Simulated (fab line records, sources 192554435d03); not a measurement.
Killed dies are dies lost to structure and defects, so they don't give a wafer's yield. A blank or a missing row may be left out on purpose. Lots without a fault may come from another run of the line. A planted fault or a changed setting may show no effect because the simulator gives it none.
Chamber matching | flow n5_finfet | N5_HKMG_FIN_HK_ALD_01 on ald_hk-01: 4 sister chambers
The step deposits HfO2, target thk 1.6 nm, pulse time 3 s, purge time 3 s. 22 wafers are shown with their chamber, then 11 later ones without.

WAFERS WITH THEIR CHAMBER
wafer  | chamber | precursor_pulse_height_rel
L075.1 | 2       | 0.977
L075.3 | 1       | 1.018
L075.5 | 3       | 1.006
L076.1 | 2       | 0.968
L076.4 | 1       | 0.982
L076.6 | 0       | 0.959
L080.2 | 3       | 1.002
L080.3 | 1       | 0.993
L080.4 | 0       | 1.022
L082.1 | 3       | 1.004
L082.3 | 0       | 0.998
L082.6 | 1       | 0.999
L084.2 | 3       | 0.990
L084.5 | 0       | 1.023
L084.6 | 1       | 0.995
L086.2 | 1       | 0.995
L086.4 | 3       | 0.971
L086.6 | 1       | 0.987
L088.1 | 1       | 1.002
L088.2 | 3       | 0.973
L088.4 | 2       | 0.995
L090.2 | 1       | 0.979

SIGNATURES (means of the wafers above)
reading                    | chamber 0 | chamber 1 | chamber 2 | chamber 3 | scatter within a chamber
precursor_pulse_height_rel | 1.00050   | 0.99444   | 0.98000   | 0.99100   | 0.0173
Rule: a wafer's distance from a chamber is the root of the sum, over the readings, of the square of ((its reading less the chamber's mean) divided by the reading's scatter). The wafer belongs to the nearest chamber; if the next one is less than 2 further off, it can't be placed. The scatter: the root of (the sum of the squares of (reading less its chamber's mean) over the shown wafers, divided by (wafers less chambers)).

WAFERS WITHOUT THEIR CHAMBER
wafer  | precursor_pulse_height_rel
L090.3 | 1.037
L090.4 | 0.968
L092.1 | 0.990
L092.2 | 1.029
L092.5 | 0.976
L093.4 | 0.963
L093.5 | 1.035
L093.6 | 1.010
L097.1 | 0.995
L097.3 | 1.013
L097.5 | 1.029

WHICH CHAMBER EACH WENT THROUGH
wafer  | from the rows above               | in truth
L090.3 | can't be placed: 0 or 1 or 3 or 2 | 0
L090.4 | can't be placed: 2 or 3 or 1 or 0 | 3
L092.1 | can't be placed: 3 or 1 or 2 or 0 | 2
L092.2 | can't be placed: 0 or 1 or 3 or 2 | 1
L092.5 | can't be placed: 2 or 3 or 1 or 0 | 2
L093.4 | can't be placed: 2 or 3 or 1 or 0 | 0
L093.5 | can't be placed: 0 or 1 or 3 or 2 | 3
L093.6 | can't be placed: 0 or 1 or 3 or 2 | 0
L097.1 | can't be placed: 1 or 3 or 0 or 2 | 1
L097.3 | can't be placed: 0 or 1 or 3 or 2 | 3
L097.5 | can't be placed: 0 or 1 or 3 or 2 | 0
Placed correctly: 0 of 11. Can't be placed from these rows: 11 (the true chamber is among the candidates in 11). Placed wrongly: 0.
